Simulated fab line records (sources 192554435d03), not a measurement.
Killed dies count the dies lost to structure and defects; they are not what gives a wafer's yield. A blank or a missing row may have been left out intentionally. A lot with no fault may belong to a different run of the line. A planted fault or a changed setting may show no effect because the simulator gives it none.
Split-lot experiment | flow n5 finfet | 21 wafers read across 7 lots, on a route 1938 steps long

THE SPLIT
At N5_BEOL_M10_COAT_22 (resist thk 90 nm), the setting spin rpm was moved away from the recipe's 1500 rpm on 7 of the 21 wafers read, by -9.6% to +11.1%. All remaining wafers had this setting at the recipe value.

FROM THE SPLIT TO THE READING: what the file shows between them, 4 steps
- N5_BEOL_M10_PEB_26: peb time 60 s (also split here: peb time s)
- N5_BEOL_M10_DEVELOP_27: develop time 30 s
- N5_BEOL_M10_CD_MEAS_28: target cd 70 nm
- N5_BEOL_M10_DESCUM_33: chemistry O2, time 7.9 s

THE READING
CAR-ArF_of_BEOL_M10_COAT_22.thk nm (the simulator's own value, which no gauge read), in nm, at N5_BEOL_M10_ETCH_65 (etches SiARC in CF4, target depth 39 nm, time 65 s). The file gives no usual value for it. Across the 14 wafers here that went through the recipe, the average is 55.6 nm and the standard deviation 0.31 nm.

wafer  | tool, chamber at the split | spin rpm as run, rpm | against the recipe | CAR-ArF_of_BEOL_M10_COAT_22.thk nm, nm | against lot-mates on the recipe
L076.1 | litho track-02, 0          | 1500                 | recipe             | 56.2                                   | -
L076.2 | litho track-02, 0          | 1500                 | recipe             | 56                                     | -
L076.6 | litho track-02, 0          | 1500                 | recipe             | 56                                     | -
L074.3 | litho track-02, 0          | 1500                 | recipe             | 55.6                                   | -
L074.4 | litho track-02, 0          | 1356                 | -9.6%              | 60.2                                   | +4.6
L074.6 | litho track-02, 0          | 1356                 | -9.6%              | 60.2                                   | +4.6
L078.1 | litho track-05, 0          | 1500                 | recipe             | 55.6                                   | -
L078.3 | litho track-05, 0          | 1500                 | recipe             | 55.6                                   | -
L078.5 | litho track-05, 0          | 1500                 | recipe             | 55.6                                   | -
L086.3 | litho track-02, 0          | 1500                 | recipe             | 55.4                                   | -
L086.4 | litho track-02, 0          | 1608                 | +7.2%              | 52                                     | -3.4
L086.5 | litho track-02, 0          | 1608                 | +7.2%              | 52                                     | -3.4
L095.4 | litho track-05, 0          | 1500                 | recipe             | 55.2                                   | -
L095.5 | litho track-05, 0          | 1500                 | recipe             | 55.2                                   | -
L095.6 | litho track-05, 0          | 1500                 | recipe             | 55.4                                   | -
L093.4 | litho track-02, 0          | 1500                 | recipe             | 55.2                                   | -
L093.5 | litho track-02, 0          | 1500                 | recipe             | 55.2                                   | -
L093.6 | litho track-02, 0          | 1588                 | +5.9%              | 52.6                                   | -2.6
L097.1 | litho track-02, 0          | 1667                 | +11.1%             | 50.8                                   | -4.8
L097.3 | litho track-02, 0          | 1667                 | +11.1%             | 51                                     | -4.6
L097.6 | litho track-02, 0          | 1500                 | recipe             | 55.6                                   | -

FIT RESULTS
A straight line over all 21 wafers: CAR-ArF_of_BEOL_M10_COAT_22.thk nm changes by -0.46 nm for each +1% of spin rpm; r = -0.99; the points scatter about the line by 0.33 nm.
The same after taking each lot's own level away (the mean of its wafers on the recipe; 21 wafers): -0.453 nm for each +1%; r = -1.00; scatter 0.15 nm.
On that fit, the largest move of spin rpm shifts the reading by 5 nm.
The lots' own levels span 55.20 to 56.07 nm, that is 2.8 times the standard deviation above.
Hence the lot-to-lot level has little effect on the slope; both slopes agree.
Check: with one of the wafers moved furthest among these (+11.1%) left out of the fit, the line predicts -5.05 nm for it against its lot-mates. Against them it came out at -4.8 nm.

THESE WAFERS: OTHER SPLITS
Other splits were also applied to these wafers ahead of the reading. Each is held against what the fit with the lots' levels taken away leaves over:
other split on the same wafers | wafers away from the commonest value | r with CAR-ArF_of_BEOL_M10_COAT_22.thk nm (lot level and that fit taken away)
N5_BEOL_M10_ILD_DEP_00 time s  | 9                                    | +0.08
N5_BEOL_M10_PEB_26 peb time s  | 3                                    | +0.33

THE WHOLE CHAIN: every reading that the file lists as answering this split, in the file's order
step                   | what it does                                       | reading                                                                             | change (the file's fit)               | r (the file's)
N5_BEOL_M10_COAT_22    | resist thk 90 nm                                   | CAR-ArF_of_BEOL_M10_COAT_22.thk nm (the simulator's own value, which no gauge read) | -0.438 nm for each +1% of the setting | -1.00
N5_BEOL_M10_DEVELOP_27 | develop time 30 s                                  | CAR-ArF_of_BEOL_M10_COAT_22.thk nm (the simulator's own value, which no gauge read) | -0.435 nm for each +1% of the setting | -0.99
N5_BEOL_M10_ETCH_65    | etches SiARC in CF4, target depth 39 nm, time 65 s | CAR-ArF_of_BEOL_M10_COAT_22.thk nm (the simulator's own value, which no gauge read) | -0.451 nm for each +1% of the setting | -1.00

FILE'S OWN FIT
CAR-ArF_of_BEOL_M10_COAT_22.thk nm changes by -0.451 nm for each +1% of spin rpm, r = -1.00.
